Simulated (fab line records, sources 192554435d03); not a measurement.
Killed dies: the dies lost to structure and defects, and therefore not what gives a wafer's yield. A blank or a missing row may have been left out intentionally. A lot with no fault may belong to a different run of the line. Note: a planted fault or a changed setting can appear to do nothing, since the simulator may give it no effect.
Matching of chambers | flow n5_finfet | rie_diel-05 running N5_PMOS_HMC_CHANNEL_EPI_ETCH_32: 4 sister chambers
The step etches BARC in N2/H2, stops on SiO2, target depth 85.8 nm, time 50.3 s. 22 wafers are shown with their chamber, then 11 later ones without.

## EACH WAFER AND ITS CHAMBER
wafer  | chamber | drypump_motor_current_A (A) | showerhead_plenum_p_Torr (Torr) | throttle_valve_pct (%)
L075.1 | 3       | 6.1                         | 2.46                            | 17.50
L075.3 | 0       | 6.1                         | 2.59                            | 17.87
L075.5 | 3       | 6.1                         | 2.46                            | 17.50
L080.2 | 2       | 5.3                         | 2.67                            | 17.74
L080.3 | 1       | 6.3                         | 2.64                            | 17.84
L080.4 | 0       | 6.1                         | 2.58                            | 17.88
L081.2 | 3       | 6.1                         | 2.45                            | 17.54
L081.4 | 1       | 6.3                         | 2.64                            | 17.88
L081.5 | 3       | 6.1                         | 2.45                            | 17.56
L083.1 | 2       | 5.3                         | 2.66                            | 17.76
L083.2 | 3       | 6.1                         | 2.45                            | 17.56
L083.3 | 0       | 6.1                         | 2.58                            | 17.90
L084.2 | 3       | 6.1                         | 2.45                            | 17.56
L084.5 | 3       | 6.1                         | 2.45                            | 17.55
L084.6 | 2       | 5.3                         | 2.66                            | 17.77
L087.1 | 3       | 6.1                         | 2.45                            | 17.57
L087.3 | 0       | 6.1                         | 2.58                            | 17.92
L087.5 | 1       | 6.4                         | 2.63                            | 17.87
L088.1 | 2       | 5.3                         | 2.66                            | 17.79
L088.2 | 1       | 6.3                         | 2.63                            | 17.88
L088.4 | 0       | 6.1                         | 2.58                            | 17.90
L089.2 | 0       | 6.1                         | 2.58                            | 17.92

SIGNATURES, as means of the wafers listed above
reading                  | chamber 0 | chamber 1 | chamber 2 | chamber 3 | scatter within a chamber
drypump_motor_current_A  | 6.100     | 6.325     | 5.300     | 6.100     | 0.0204
showerhead_plenum_p_Torr | 2.5817    | 2.6350    | 2.6625    | 2.4525    | 0.00476
throttle_valve_pct       | 17.8983   | 17.8675   | 17.7650   | 17.5425   | 0.0233
Rule: a wafer's distance from a chamber is the root of the sum, over the readings, of the square of ((its reading less the chamber's mean) divided by the reading's scatter). If the next closest chamber is less than 2 further off than the closest, the wafer can't be placed; otherwise it belongs to the closest. The scatter: the root of (the sum of the squares of (reading less its chamber's mean) over the shown wafers, divided by (wafers less chambers)).

## WAFERS MISSING THEIR CHAMBER
wafer  | drypump_motor_current_A (A) | showerhead_plenum_p_Torr (Torr) | throttle_valve_pct (%)
L089.3 | 6.3                         | 2.63                            | 17.88
L089.5 | 6.3                         | 2.63                            | 17.87
L090.2 | 6.1                         | 2.45                            | 17.57
L090.3 | 6.1                         | 2.58                            | 17.90
L090.4 | 5.3                         | 2.66                            | 17.80
L094.2 | 6.3                         | 2.63                            | 17.88
L094.3 | 6.1                         | 2.57                            | 17.93
L094.4 | 5.3                         | 2.66                            | 17.79
L095.1 | 5.4                         | 2.65                            | 17.79
L095.4 | 6.1                         | 2.44                            | 17.58
L095.5 | 5.3                         | 2.65                            | 17.80

## EACH ONE'S CHAMBER
wafer  | from the rows above | in truth
L089.3 | 1                   | 1
L089.5 | 1                   | 1
L090.2 | 3                   | 3
L090.3 | 0                   | 0
L090.4 | 2                   | 2
L094.2 | 1                   | 1
L094.3 | 0                   | 0
L094.4 | 2                   | 2
L095.1 | 2                   | 2
L095.4 | 3                   | 3
L095.5 | 2                   | 2
Correctly placed: 11 of 11. From these rows, 0 cannot be placed. Placed wrongly: 0.
